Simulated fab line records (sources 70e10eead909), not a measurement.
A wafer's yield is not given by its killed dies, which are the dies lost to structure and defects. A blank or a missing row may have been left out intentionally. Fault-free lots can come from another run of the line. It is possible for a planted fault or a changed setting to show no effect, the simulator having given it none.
Struck lot and sound lot, side by side	flow nand_harc	15 steps out of a route of 1302
Sound: the wafers L872.2, L872.3, L872.6. Struck: wafer L881.2. (L881.6 of the same lot was not struck and is left out.) The cause comes at the end.
Per side, at each step with rows, come the tool, then ch with its chambers, and then its first start. Under that, the readings that differ: sound wafers	struck wafers	difference of the means	sigmas: that difference in standard deviations of wafers without a fault.
alike: readings with means less than 2 such deviations apart, plus words and numbers identical on both sides. not compared: withheld readings, readings lacking a value on some wafer, bounds such as >300 that could conceal the same value, and numbers that have no deviation in the record and whose values overlap.
The two part at a step that has a row with sigmas, a row that says differs or no value, or rows on one side only. When numbers do not overlap yet have no deviation, they are printed without sigmas and do not part them. Lack of a reading on every wafer of one side parts them only where that side has two or more wafers.

NHARC_A_CONTACT_ETCH_77: etches the open film in CF4/CHF3, target depth 108.9 nm, time 54.5 s.
  sound on rie_diel-01 ch 0,1,3; struck on rie_diel-11 ch 3
reading	sound	struck	difference	sigmas
rf_fwd_power_W (W)	496.2 497.6 495.4	492.4	-4.0	-2
  alike: cf4_flow_sccm, drypump_motor_current_A, oes_product_au, rf_vpp_V, run_length_s, showerhead_plenum_p_Torr, throttle_valve_pct
  not compared: rf_hours_counter_h
NHARC_A_CONTACT_ETCH_78: etches the open film in O2/COS, target depth 5300 nm, time 1378 s.
  sound on rie_diel-01 ch 1,2,3; struck on rie_diel-11 ch 2
reading	sound	struck	difference	sigmas
drypump_motor_current_A (A)	5.9 5.9 6.8	5.1	-1.1	-2
rf_fwd_power_W (W)	497.9 501.0 501.3	503.0	+2.9	+2
  alike: oes_product_au, rf_vpp_V, run_length_s, showerhead_plenum_p_Torr, throttle_valve_pct
  not compared: rf_hours_counter_h
NHARC_A_CONTACT_ETCH_124: etches the open film in C4F8/O2/Ar, time 140 s, target depth 700 nm.
  sound on har_cap_etch-03 ch 0, day 22 18:04; struck on har_cap_etch-03 ch 0, day 26 05:31
  alike: run_length_s
  not compared: rf_hours_counter_h
then, 7 steps without rows for these wafers: NHARC_A_CONTACT_ETCH_125 (etches the open film in C4F8/O2/Ar, time 197 s, target depth 1918 nm); NHARC_A_CONTACT_ETCH_126 (etches the open film in C4F8/O2/Ar, time 197 s, target depth 1918 nm); NHARC_A_CONTACT_ETCH_127 (etches the open film in C4F8/O2/Ar, time 197 s, target depth 1918 nm); NHARC_A_CONTACT_ETCH_128 (etches the open film in C4F8/O2/Ar, time 197 s, target depth 1918 nm); NHARC_A_CONTACT_ETCH_129 (etches the open film in C4F8/O2/Ar, time 197 s, target depth 1918 nm); NHARC_A_CONTACT_ETCH_130 (etches the open film in C4F8/O2/Ar, time 197 s, target depth 1918 nm); NHARC_A_CONTACT_ETCH_131 (etches the open film in C4F8/O2/Ar, time 197 s, target depth 1918 nm).
NHARC_A_CONTACT_ETCH_132: etches the open film in C4F8/O2/Ar, time 197 s, target depth 1924 nm.
  sound on har_cap_etch-03 ch 0, day 22 19:30; struck on har_cap_etch-03 ch 0, day 26 06:57
  not compared: rf_hours_counter_h, run_length_s
NHARC_A_CONTACT_ETCH_133: etches the open film in C4F8/O2/Ar, time 374 s, target depth 1610 nm.
  sound on har_cap_etch-03 ch 0, day 22 19:40; struck on har_cap_etch-03 ch 0, day 26 07:10
  alike: run_length_s
  not compared: rf_hours_counter_h
NHARC_A_CONTACT_ETCH_91: etches the open film in CH3F/O2, target depth 40 nm, time 85.7 s.
  sound on rie_diel-01 ch 0,1, day 22 20:28; struck on rie_diel-11 ch 2, day 26 07:53
reading	sound	struck	difference	sigmas
run_length_s (s)	107.0 106.8 106.7	74.9	-31.9	-99 or more
  alike: drypump_motor_current_A, oes_product_au, rf_vpp_V, showerhead_plenum_p_Torr, throttle_valve_pct
  not compared: rf_fwd_power_W, rf_hours_counter_h
then, 1 step without rows for these wafers: NHARC_A_CONTACT_ETCH_97 (etches the open film in C4F6/O2, target depth 20 nm, time 10 s).
-- break in the record here, with 2 days between the starts of the struck wafers on either side (left off in module A_CONTACT, picked up again in module END, where the first step shown is number 1302 on the route) --
NHARC_END_SORT_01:
  sound on prober-02 ch 0, day 25 05:25; struck on prober-01 ch 0, day 28 16:33
  alike: killed_at_array, killed_at_other, killed_at_periphery, killed_dies, killed_open, killed_short

== WHERE THEY PART ==
First at NHARC_A_CONTACT_ETCH_77; last, within this record, at NHARC_A_CONTACT_ETCH_91. Later steps at which nothing parts them and some readings are alike: NHARC_END_SORT_01.

WHY: what had been put in by the simulator
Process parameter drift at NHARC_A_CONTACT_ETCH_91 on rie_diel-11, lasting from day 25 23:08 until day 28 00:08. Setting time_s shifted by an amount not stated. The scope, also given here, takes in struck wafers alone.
